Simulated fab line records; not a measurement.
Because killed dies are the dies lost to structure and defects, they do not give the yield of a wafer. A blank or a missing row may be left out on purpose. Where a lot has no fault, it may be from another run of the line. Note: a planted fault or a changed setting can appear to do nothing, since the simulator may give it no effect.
Matching of chambers    flow n5_finfet    cvd_co-02 running N5_MOL_CONTACT_COAG_CO_FILL_22: 3 sister chambers
The step material Co, precursor CCTBA/H2, target thk 20 nm. 3 wafers are shown with their chamber, then 12 later ones without.

## WAFERS, EACH WITH ITS CHAMBER
wafer   chamber  heater_power_w (W)
L091.4  2        243
L091.5  1        201
L091.6  0        278

## WAFERS WITHOUT THEIR CHAMBER
wafer   heater_power_w (W)
L092.1  276
L092.2  201
L092.3  238
L092.4  274
L092.5  247
L092.6  201
L094.2  266
L094.3  244
L094.5  244
L095.1  271
L095.2  231
L095.4  240

## CHAMBER TAKEN BY EACH
wafer   from the rows above      in truth
L092.1  0                        0
L092.2  1                        1
L092.3  2                        2
L092.4  0                        0
L092.5  2                        2
L092.6  1                        1
L094.2  can't be placed: 0 or 2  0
L094.3  2                        2
L094.5  2                        2
L095.1  0                        0
L095.2  2                        2
L095.4  2                        2
Placed correctly: 11 of 12. From these rows, 1 cannot be placed; in 1 the true chamber is one of the candidates. 0 placed wrongly.
How it was worked out, from the rows above alone: a wafer's distance from a chamber is the root of the sum, over the readings, of the square of ((its reading less the chamber's mean) divided by the reading's scatter). The wafer belongs to the nearest chamber; if the next one is less than 2 further off, it can't be placed. The mean given for a chamber averages the wafers shown for that chamber. The scatter: with one shown wafer a chamber, the root of the mean of the squares of how far each hidden wafer lies from its nearest shown one.
